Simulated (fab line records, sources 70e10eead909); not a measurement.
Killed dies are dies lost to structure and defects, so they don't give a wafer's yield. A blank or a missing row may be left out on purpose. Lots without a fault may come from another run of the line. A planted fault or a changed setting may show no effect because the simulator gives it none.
fab line records | flow nand_harc | part 2 of 2: steps 5 to 6 of 6
record lots=23 wafers=69 last_day=24
route steps=1159 shown A_STAIRCASE@586
lots that met no fault: from a run of the same line without faults
start_h: hours from the record's first day to the start of the lot's first wafer shown | wait_h: hours since the lot's step before | " the same as in the row above | L1.1+2: a row that stands for several wafers | - no value, or no start given | * or withheld: withheld | < > ~ a bound
route shown NAME@n: a module of which the file shows steps, and the number in the route of the first | usual: mean/standard deviation of fault-free wafers | same: alike in all rows | chamber/n: place in a boat | sites: the reading at each site | _std_site: their standard deviation | _edge_site: outer sites' mean less inner sites' | radius_mm: how far each site lies from the wafer's centre | mask NAME#n: copy n | behind: the tool/chamber that last shaped the wafer | hold: why the lot was held/for how many hours/how that ended | device: the transistor (n, p or np) that didn't switch | end of line: the same wafers' tests at the end of the route | a step without rows: its recipe alone | killed: dies lost to structure and defects at the first sort, not the wafer's yield | map: a wafer's dies, x killed, . not, _ none there
set.NAME: the setting as run; set.NAME@STEP: as run at that earlier step | model.NAME: the simulator's own value behind a step, which no gauge read
steps of the route over a sample of lots; a table a step, a row a wafer
services: from which hour (start_h, from the record's first day; less than 0 if before it) a tool's chamber was out of use, for how many hours, and why
## steps
# step NHARC_A_STAIRCASE_TRIM_224
# recipe time_s=211.2 o2_flow_sccm=500 ar_flow_sccm=0 bias_w=0 chemistry=O2
# usual drypump_motor_current_A=5.9/0.44 oes_product_au=0.998/0.012 rf_vpp_V=57.7/0.87 showerhead_plenum_p_Torr=3.50/0.14 throttle_valve_pct=17.036/0.0082
# columns lot.wafer tool chamber start_h wait_h drypump_motor_current_A oes_product_au rf_hours_counter_h rf_vpp_V showerhead_plenum_p_Torr throttle_valve_pct
L076.2 rie_diel-03 1 - - 5.3 0.972 10 57.0 3.41 17.046
L076.6 " 2 " " 5.8 1.009 - 57.4 3.64 17.017
L076.5 " 3 " " 5.2 0.990 - 57.5 3.40 17.058
L077.2 rie_diel-11 2 - - 6.4 1.001 24 55.1 3.42 17.035
L077.4 " 3 " " 6.0 0.995 22 57.0 3.47 17.035
L077.3 " 0 " " 6.0 1.000 23 56.5 3.37 17.041
L078.4 rie_diel-03 2 - - 5.8 0.998 13 57.1 3.64 17.046
L078.3 " 0 " " 5.7 0.980 10 57.8 3.57 17.014
L078.6 " 2 " " 5.8 1.001 - 58.3 3.64 17.034
L075.1 rie_diel-11 3 - - 6.0 1.006 24 57.6 3.47 17.039
L075.3 " 2 " " 6.4 1.004 25 57.0 3.42 17.028
L075.6 " 3 " " 6.0 1.002 - 57.3 3.47 17.051
L079.3 rie_diel-11 2 - - 6.4 1.005 27 58.0 3.42 17.023
L079.4 " 0 " " 6.1 1.021 27 56.4 3.37 17.049
L079.5 " 2 " " 6.4 0.990 - 57.8 3.42 17.041
L080.2 rie_diel-02 1 - - 5.4 0.986 44 57.2 3.30 17.033
L080.5 " 3 " " 6.7 0.991 - 58.5 3.71 17.036
L080.6 " 0 " " 5.4 0.974 - 59.2 3.67 17.035
L081.4 rie_diel-11 0 - - 6.1 1.006 33 57.9 3.36 17.027
L081.3 " 1 " " 5.7 0.991 35 58.8 3.63 17.024
L081.2 " 3 " " 6.0 0.995 32 58.5 3.46 17.019
L083.2 rie_diel-03 2 - - 5.8 1.004 25 60.0 3.64 17.019
L083.6 " 2 " " 5.8 1.008 - 58.8 3.64 17.037
L083.4 " 1 " " 5.3 0.977 - 57.5 3.40 17.034
L082.1 rie_diel-11 1 - - 5.7 1.005 38 57.8 3.62 17.035
L082.4 " 2 " " 6.4 1.011 37 58.1 3.41 17.029
L082.6 " 0 " " 6.1 1.015 - 56.1 3.36 17.031
L087.1 rie_diel-03 3 - - 5.2 0.996 34 57.6 3.39 17.033
L087.3 " 2 " " 5.8 1.011 35 57.1 3.63 17.027
L087.5 " 0 " " 5.7 0.979 - 58.9 3.55 17.041
L084.3 rie_diel-03 1 - - 5.3 0.988 32 57.5 3.39 17.033
L084.2 " 2 " " 5.8 1.025 35 57.9 3.63 17.044
L084.1 " 3 " " 5.2 0.986 34 58.2 3.39 17.059
L085.3 rie_diel-11 0 - - 6.1 1.001 45 57.5 3.36 17.035
L085.6 " 1 " " 5.7 0.998 - 57.8 3.62 17.035
L085.5 " 2 " " 6.4 1.005 - 57.6 3.41 17.039
L086.1 rie_diel-11 0 - - 6.1 1.014 46 57.1 3.36 17.032
L086.3 " 2 " " 6.4 1.014 47 57.7 3.41 17.044
L086.4 " 3 " " 6.0 0.997 44 57.2 3.45 17.030
L090.4 rie_diel-02 1 - - 5.4 1.001 1 55.9 3.29 17.040
L090.1 " 2 " " 6.5 1.010 0 57.9 3.81 17.040
L090.5 " 1 " " 5.4 1.004 - 56.2 3.29 17.043
L089.4 rie_diel-11 2 - - 6.4 1.007 52 58.6 3.40 17.036
L089.1 " 3 " " 6.0 1.003 49 57.6 3.45 17.044
L089.5 " 1 " " 5.7 0.987 - 57.6 3.62 17.026
L091.3 rie_diel-03 3 - - 5.2 0.992 43 58.0 3.38 17.037
L091.1 " 2 " " 5.8 1.003 44 59.1 3.63 17.026
L091.6 " 3 " " 5.2 0.992 - 57.8 3.39 17.028
L088.3 rie_diel-02 1 - - 5.4 1.004 2 57.4 3.29 17.030
L088.2 " 2 " " 6.5 0.997 2 58.6 3.81 17.044
L088.1 " 0 " " 5.4 0.985 2 57.6 3.65 17.022
L092.1 rie_diel-11 2 - - 6.4 1.009 58 57.5 3.40 17.038
L092.3 " 3 " " 6.1 1.005 54 56.8 3.45 17.037
L092.6 " 0 " " 6.1 1.011 - 56.6 3.35 17.047
L093.3 rie_diel-11 1 - - 5.7 0.998 60 58.9 3.61 17.043
L093.1 " 3 " " 6.0 1.015 56 57.5 3.45 17.034
L093.6 " 2 " " 6.4 1.010 - 56.9 3.40 17.037
L094.4 rie_diel-03 2 - - 5.8 1.013 53 59.6 3.62 17.030
L094.2 " 3 " " 5.2 0.974 50 57.1 3.38 17.055
L094.1 " 1 " " 5.3 0.991 50 57.2 3.39 17.035
L095.1 rie_diel-02 3 - - 6.7 0.997 10 56.8 3.69 17.033
L095.4 " 1 " " 5.4 1.009 13 58.1 3.29 17.037
L095.5 " 0 " " 5.4 0.997 - 58.0 3.65 17.044
L097.3 rie_diel-02 1 - - 5.4 0.998 16 55.9 3.28 17.040
L097.2 " 2 " " 6.4 1.013 14 58.1 3.80 17.021
L097.6 " 0 " " 5.4 0.994 - 58.2 3.65 17.044
L096.1 rie_diel-11 1 - - 5.7 0.997 1 59.1 3.61 17.033
L096.2 " 2 " " 6.5 1.006 1 57.8 3.40 17.039
L096.6 " 3 " " 6.1 0.995 - 56.4 3.45 17.043
# step NHARC_A_STAIRCASE_TRIM_233
# recipe time_s=211.2 o2_flow_sccm=500 ar_flow_sccm=0 bias_w=0 chemistry=O2
# usual drypump_motor_current_A=5.9/0.45 oes_product_au=1.000/0.012 rf_vpp_V=57.7/0.92 showerhead_plenum_p_Torr=3.50/0.15 throttle_valve_pct=17.037/0.0087
# columns lot.wafer tool chamber start_h wait_h drypump_motor_current_A oes_product_au rf_hours_counter_h rf_vpp_V showerhead_plenum_p_Torr throttle_valve_pct
L076.2 rie_diel-03 2 - - 5.7 1.005 12 57.7 3.64 17.028
L076.5 " 2 " " 5.8 1.011 - 57.4 3.64 17.028
L076.6 " 3 " " 5.2 1.001 - 57.7 3.40 17.047
L077.2 rie_diel-11 1 - - 5.7 0.987 25 56.9 3.63 17.036
L077.4 " 2 " " 6.4 1.010 25 56.7 3.42 17.042
L077.3 " 3 " " 6.0 0.994 23 59.3 3.47 17.044
L078.3 rie_diel-02 0 - - 5.4 0.981 44 57.6 3.67 17.048
L078.6 " 0 " " 5.4 0.983 - 58.7 3.67 17.029
L078.4 " 1 " " 5.4 0.991 - 57.1 3.30 17.042
L075.1 rie_diel-03 1 - - 5.3 0.976 13 57.4 3.41 17.040
L075.3 " 2 " " 5.7 1.017 14 57.8 3.64 17.037
L075.6 " 1 " " 5.3 0.985 - 58.0 3.41 17.049
L079.4 rie_diel-11 1 - - 5.7 0.999 29 59.2 3.63 17.047
L079.3 " 3 " " 6.0 1.010 27 57.5 3.46 17.043
L079.5 " 0 " " 6.2 1.019 - 57.6 3.37 17.039
L080.2 rie_diel-02 3 - - 6.7 0.994 48 59.2 3.71 17.032
L080.5 " 3 " " 6.7 0.993 - 58.5 3.71 17.026
L080.6 " 0 " " 5.4 0.978 - 59.4 3.67 17.038
L081.3 rie_diel-11 1 - - 5.7 0.995 36 58.5 3.63 17.051
L081.2 " 3 " " 6.0 0.998 32 56.4 3.46 17.032
L081.4 " 0 " " 6.1 1.020 34 57.1 3.36 17.029
L083.4 rie_diel-02 0 - - 5.4 0.983 59 58.2 3.66 17.032
L083.2 " 3 " " 6.7 0.997 57 57.0 3.70 17.027
L083.6 " 0 " " 5.4 0.987 - 58.8 3.66 17.034
L082.1 rie_diel-11 2 - - 6.4 1.001 37 57.7 3.41 17.025
L082.4 " 1 " " 5.7 0.992 38 57.9 3.62 17.045
L082.6 " 2 " " 6.4 1.012 - 58.9 3.41 17.044
L087.1 rie_diel-11 2 - - 6.4 1.009 45 58.1 3.41 17.021
L087.3 " 3 " " 6.0 1.000 43 57.3 3.46 17.036
L087.5 " 1 " " 5.7 0.994 - 58.2 3.62 17.038
L084.1 rie_diel-03 1 - - 5.3 0.991 33 58.3 3.39 17.037
L084.3 " 2 " " 5.8 1.022 36 56.8 3.63 17.033
L084.2 " 3 " " 5.2 0.995 35 56.7 3.39 17.026
L085.3 rie_diel-11 1 - - 5.7 0.995 48 57.9 3.62 17.035
L085.6 " 3 " " 6.0 1.006 - 59.2 3.46 17.024
L085.5 " 0 " " 6.1 0.997 - 57.3 3.36 17.034
L086.1 rie_diel-11 2 - - 6.4 1.001 48 56.8 3.41 17.038
L086.4 " 3 " " 6.0 1.010 45 56.5 3.45 17.048
L086.3 " 0 " " 6.1 1.009 47 58.1 3.36 17.041
L090.1 rie_diel-03 3 - - 5.2 0.999 42 55.4 3.39 17.037
L090.4 " 0 " " 5.7 0.985 37 57.8 3.55 17.040
L090.5 " 3 " " 5.2 0.998 - 56.5 3.39 17.044
L089.4 rie_diel-02 2 - - 6.5 1.011 1 58.5 3.81 17.039
L089.1 " 3 " " 6.7 1.000 1 58.3 3.70 17.054
L089.5 " 3 " " 6.7 1.003 - 59.7 3.70 17.044
L091.1 rie_diel-11 1 - - 5.7 0.996 54 58.9 3.61 17.046
L091.3 " 2 " " 6.4 1.010 54 56.5 3.40 17.032
L091.6 " 2 " " 6.4 1.000 - 58.1 3.40 17.037
L088.3 rie_diel-02 0 - - 5.4 0.996 3 57.1 3.65 17.036
L088.1 " 1 " " 5.4 1.000 3 57.5 3.29 17.045
L088.2 " 3 " " 6.7 0.996 2 57.8 3.70 17.047
L092.1 rie_diel-11 2 - - 6.4 0.999 58 57.1 3.40 17.035
L092.3 " 1 " " 5.7 0.991 59 57.5 3.61 17.037
L092.6 " 3 " " 6.0 1.016 - 56.6 3.45 17.040
L093.1 rie_diel-11 3 - - 6.0 0.996 56 57.6 3.45 17.032
L093.3 " 1 " " 5.7 1.000 61 58.3 3.61 17.022
L093.6 " 2 " " 6.5 1.002 - 57.9 3.40 17.037
L094.4 rie_diel-11 0 - - 6.1 1.016 58 57.9 3.35 17.034
L094.2 " 1 " " 5.7 0.990 61 57.2 3.61 17.041
L094.1 " 3 " " 5.9 1.009 57 57.3 3.45 17.033
L095.4 rie_diel-02 1 - - 5.4 1.006 13 59.2 3.29 17.019
L095.1 " 0 " " 5.4 0.989 12 58.3 3.65 17.042
L095.5 " 2 " " 6.5 1.004 - 58.1 3.80 17.038
L097.2 rie_diel-02 3 - - 6.7 0.991 14 59.4 3.69 17.048
L097.3 " 0 " " 5.4 0.990 16 57.2 3.65 17.032
L097.6 " 2 " " 6.4 1.009 - 58.6 3.80 17.055
L096.2 rie_diel-11 3 - - 6.0 0.997 1 58.3 3.45 17.053
L096.1 " 1 " " 5.7 0.989 1 57.3 3.61 17.050
L096.6 " 3 " " 6.0 0.998 - 58.2 3.45 17.037
## services
# columns tool chamber start_h hours kind
rie_diel-03 0 231.06 2.7 repair
rie_diel-11 0 247.53 - clean
rie_diel-11 1 247.53 - clean
rie_diel-11 2 247.53 - clean
rie_diel-11 3 247.53 - clean
plasma_asher-02 - 251.80 2.4 repair
rie_diel-02 1 257.50 4.1 repair
rie_diel-02 2 258.44 3.6 repair
plasma_asher-02 - 258.98 4.4 repair
rie_diel-11 0 272.03 - clean
rie_diel-11 1 272.03 - clean
rie_diel-11 2 272.03 - clean
rie_diel-11 3 272.03 - clean
plasma_asher-01 - 276.00 9.0 pm
rie_diel-11 3 277.80 4.9 repair
rie_diel-02 2 280.39 2.5 repair
rie_diel-11 0 296.60 - clean
rie_diel-11 1 296.60 - clean
rie_diel-02 2 304.28 2.5 repair
rie_diel-02 - 319.51 0.7 repair
rie_diel-02 - 328.07 9.0 pm
plasma_asher-02 - 360.18 9.0 pm
rie_diel-11 - 366.63 9.0 pm
rie_diel-02 - 378.95 0.4 repair
